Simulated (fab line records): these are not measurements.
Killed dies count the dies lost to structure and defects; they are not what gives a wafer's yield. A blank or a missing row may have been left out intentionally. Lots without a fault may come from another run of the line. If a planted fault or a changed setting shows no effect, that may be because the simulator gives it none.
Chamber matching ; flow n5Finfet ; 4 sister chambers for N5_BEOL_M8_ETCH_61 on rieDiel-04
The step etches SiARC in CF4, target depth 45.5 nm, time 75.8 s. 16 wafers are shown with their chamber, then 8 later ones without.

WAFERS WITH THEIR CHAMBER
wafer;chamber;drypumpMotorCurrentA (A);showerheadPlenumPTorr (Torr);etchRfOnTimeS (s)
L671.2;0;5.8;2.06;75.8
L671.3;3;6.7;2.26;76.1
L671.5;2;6.0;2.19;76.0
L673.2;2;6.0;2.19;77.3
L673.3;0;5.8;2.06;76.2
L673.4;1;5.7;2.07;74.8
L688.1;3;6.7;2.25;75.6
L688.3;0;5.8;2.05;75.6
L688.4;1;5.7;2.06;74.5
L685.1;1;5.6;2.06;74.8
L685.3;0;5.8;2.05;76.1
L685.5;0;5.8;2.05;76.4
L686.1;1;5.7;2.06;75.0
L686.2;2;6.0;2.18;76.1
L686.3;0;5.8;2.05;75.8
L687.3;3;6.7;2.24;75.9

SIGNATURES, as means of the wafers listed above
reading;chamber 0;chamber 1;chamber 2;chamber 3;scatter within a chamber
drypumpMotorCurrentA;5.800;5.675;6.000;6.700;0.025
showerheadPlenumPTorr;2.0533;2.0625;2.1867;2.2500;0.00629
etchRfOnTimeS;75.983;74.775;76.467;75.867;0.382
Rule: for a wafer and a chamber, the distance is found by dividing, reading by reading, the gap between the wafer's reading and the chamber's mean by the reading's scatter, squaring, summing and taking the root. The wafer belongs to the nearest chamber; if the next one is less than 2 further off, it can't be placed. The scatter: take each reading less its chamber's mean, square it, sum over the shown wafers, divide by the number of wafers less the number of chambers, and take the root.

WAFERS WITH NO CHAMBER GIVEN
wafer;drypumpMotorCurrentA (A);showerheadPlenumPTorr (Torr);etchRfOnTimeS (s)
L687.4;6.0;2.18;76.3
L687.5;6.7;2.24;76.0
L689.1;6.0;2.17;75.9
L689.4;6.7;2.24;76.3
L689.5;6.0;2.18;76.3
L691.2;5.8;2.04;75.9
L691.3;5.6;2.05;74.8
L691.5;6.7;2.24;75.3

THE CHAMBER EACH PASSED THROUGH
wafer;from the rows above;in truth
L687.4;2;2
L687.5;3;3
L689.1;2;2
L689.4;3;3
L689.5;2;2
L691.2;0;0
L691.3;1;1
L691.5;3;3
Correctly placed: 8 of 8. From these rows, 0 cannot be placed. Number placed wrongly: 0.
